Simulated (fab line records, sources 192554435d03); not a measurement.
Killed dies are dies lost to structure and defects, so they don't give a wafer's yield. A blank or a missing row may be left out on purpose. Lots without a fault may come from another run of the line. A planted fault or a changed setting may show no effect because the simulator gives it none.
A struck lot beside a sound one | flow n5_finfet | 37 steps out of a route of 1938
Sound: wafers L729.1, L729.3, L729.5. Struck: wafers L741.1, L741.4. The cause comes at the end.
At each step with rows: each side's tool, then ch and its chambers, then its first start. Under that, the readings that differ: sound wafers | struck wafers | difference of the means | sigmas: that difference in standard deviations of wafers without a fault.
alike: readings whose means differ by less than 2 such deviations, and words and numbers that are the same on both sides. not compared: withheld readings, readings that some wafer has no value for, bounds like >300 that may hide the same value, and numbers for which the record gives no deviation and whose values overlap.
The two part at a step that has a row with sigmas, a row that says differs or no value, or rows on one side only. Numbers that don't overlap but have no deviation are shown without sigmas and don't part them. A reading that every wafer of one side lacks parts them only if that side has two wafers or more.

first, 11 steps without rows for these wafers: N5_GATE_CUT_DESCUM_18 (chemistry O2, time 7 s); N5_GATE_CUT_ETCH_28 (etches underlayer in N2/H2, target depth 13 nm, time 10.4 s); N5_GATE_CUT_ETCH_36 (etches SiARC in CF4, target depth 13 nm, time 21.7 s); N5_GATE_CUT_ETCH_37 (etches SOC in N2/H2, target depth 60 nm, overetch 12 nm, time 90 s); N5_GATE_CUT_STRIP_38 (strips in N2/H2); N5_GATE_CUT_STRIP_39 (strips in N2/H2); N5_GATE_CUT_HM_OPEN_40 (chemistry C4F6/O2, target SiO2, target depth 139 nm, time 85.1 s); N5_GATE_CUT_STRIP_41 (strips in CF4); N5_GATE_CUT_STRIP_42 (strips in O2); N5_GATE_CUT_ETCH_19 (etches SiNx in CH3F/O2, target depth 53.7 nm, time 76.7 s); N5_GATE_CUT_CUT_ETCH_53 (etches W in SF6/Cl2, target depth 79.2 nm).
N5_GATE_CUT_CUT_ETCH_54: etches TiN in Cl2/BCl3, target depth 96.7 nm.
  sound on rie_metal-02 ch 1, day 4 11:20; struck on rie_metal-02 ch 1, day 7 17:12
  reading                  | sound             | struck      | difference | sigmas
  etch_rf_on_time_s (s)    | 38.5 38.6 38.4    | 47.9 47.9   | +9.4       | +10
  model.etch.depth_nm (nm) | 81.95 81.95 81.95 | 73.37 73.15 | -8.69      |
  alike: bias_w, drypump_motor_current_A, oes_product_au, throttle_valve_pct
  not compared: rf_hours_counter_h
N5_GATE_CUT_CUT_ETCH_55: etches HfO2 in BCl3, target depth 3.2 nm.
  sound on rie_metal-02 ch 1, day 4 11:24; struck on rie_metal-02 ch 1, day 7 17:16
  reading               | sound          | struck    | difference | sigmas
  oes_product_au (a.u.) | 0.72 0.72 0.72 | 0.27 0.26 | -0.45      | -4
  alike: bias_w, drypump_motor_current_A, throttle_valve_pct
  not compared: rf_hours_counter_h
N5_GATE_CUT_ETCH_47: etches SiO2 in Cl2/BCl3, target depth 10 nm.
  sound on rie_metal-02 ch 1, day 4 11:26; struck on rie_metal-02 ch 1, day 7 17:17
  reading                   | sound             | struck      | difference | sigmas
  bias_w (W)                | 126.7 126.8 126.8 | 126.0 125.9 | -0.8       | -2
  model.GATE_CUT.cd_nm (nm) | 20.2 20.2 20      | 19 19.4     | -1         |
  alike: drypump_motor_current_A, oes_product_au, throttle_valve_pct
  not compared: rf_hours_counter_h
then, 21 steps without rows for these wafers: N5_GATE_CUT_VAPOR_ETCH_48 (etches TiN in BCl3/Cl2); N5_GATE_CUT_VAPOR_ETCH_49 (etches TiAlC in BCl3/Cl2); N5_GATE_CUT_VAPOR_ETCH_51 (etches HfO2 in BCl3/Cl2); N5_GATE_CUT_STRIP_21 (strips in N2/H2, time 30 s); N5_GATE_CUT_STRIP_29 (strips in post etch residue remover, time 60 s); N5_GATE_CUT_SRD_52 (time 30 s); N5_GATE_CUT_ALD_22 (deposits SiNx, target thk 16 nm, pulse time 1 s, ald cycles 320); N5_GATE_CUT_CMP_23 (polishes, stops on SiO2, t overpolish 23.4 s, target thk 16 nm); N5_GATE_CUT_CMP_43 (polishes SiO2); N5_GATE_CUT_CMP_61 (polishes, stops on SiNx, t overpolish 3 s); N5_MOL_CONTACT_COAG_COAT_103 (time 60 s, resist thk 80 nm); N5_MOL_CONTACT_COAG_COAT_104 (time 60 s, resist thk 12 nm); N5_MOL_CONTACT_COAG_COAT_58 (time 60 s, resist thk 10 nm); N5_MOL_CONTACT_COAG_COAT_02 (resist thk 30 nm); N5_MOL_CONTACT_COAG_EBR_04; N5_MOL_CONTACT_COAG_SOFTBAKE_03 (time 60 s); N5_MOL_CONTACT_COAG_EXPOSE_05 (exposes mask CA, defocus 0 nm); N5_MOL_CONTACT_COAG_PEB_06 (peb time 60 s); N5_MOL_CONTACT_COAG_DEVELOP_07 (develop time 30 s); N5_MOL_CONTACT_COAG_DESCUM_13 (chemistry O2, time 7 s); N5_MOL_CONTACT_COAG_ETCH_59 (etches underlayer in N2/H2, target depth 13 nm, time 10.4 s).
N5_BEOL_M4_RC_MEAS_101:
  the record has rows for the sound wafers here (prober-01 ch 0, day 8 22:01) and none for the struck ones
-- the record jumps here: 10 days lie between the struck wafers' starts before and after (it left off in module BEOL_M4 and takes up again in module PASSIVATION, whose first step shown is number 1936 of the route) --
N5_PASSIVATION_PROBE_49:
  sound on prober-01, day 13 06:07; struck on prober-02, day 17 20:25
  reading                  | sound          | struck    | difference | sigmas
  defect_limited_yield (%) | 92.5 92.5 89.8 | 0 0       | -92        | -65
  killed_at_contacts       | 24 21 26       | 3 11      | -17        | -3
  killed_at_front_end      | 25 24 42       | 1135 1122 | +1098      | +99 or more
  killed_dies              | 88 88 120      | 1180 1180 | +1081      | +64
  killed_on_rim            | 10 9 16        | 152 152   | +140       | +33
  sort_bin_5_function (%)  | 4.2 4.8 6.1    | 97.2 96.5 | +91.8      | +95
  sort_n_pass              | 1092 1092 1060 | 0 0       | -1081      | -64
  sort_yield_pct (%)       | 92.5 92.5 89.8 | 0 0       | -92        | -65
  alike: killed_at_M0_to_M3, killed_at_M4_up, killed_at_other, killed_open, killed_short, sort_bin_4_leakage, sort_bin_6_memory

WHERE THEY PART
First at N5_GATE_CUT_CUT_ETCH_54; last, within this record, at N5_PASSIVATION_PROBE_49.

WHY: what the simulator had put in
Process parameter drift: rie_metal-02, from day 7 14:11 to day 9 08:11, at N5_GATE_CUT_CUT_ETCH_54. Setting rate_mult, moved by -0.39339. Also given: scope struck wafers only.
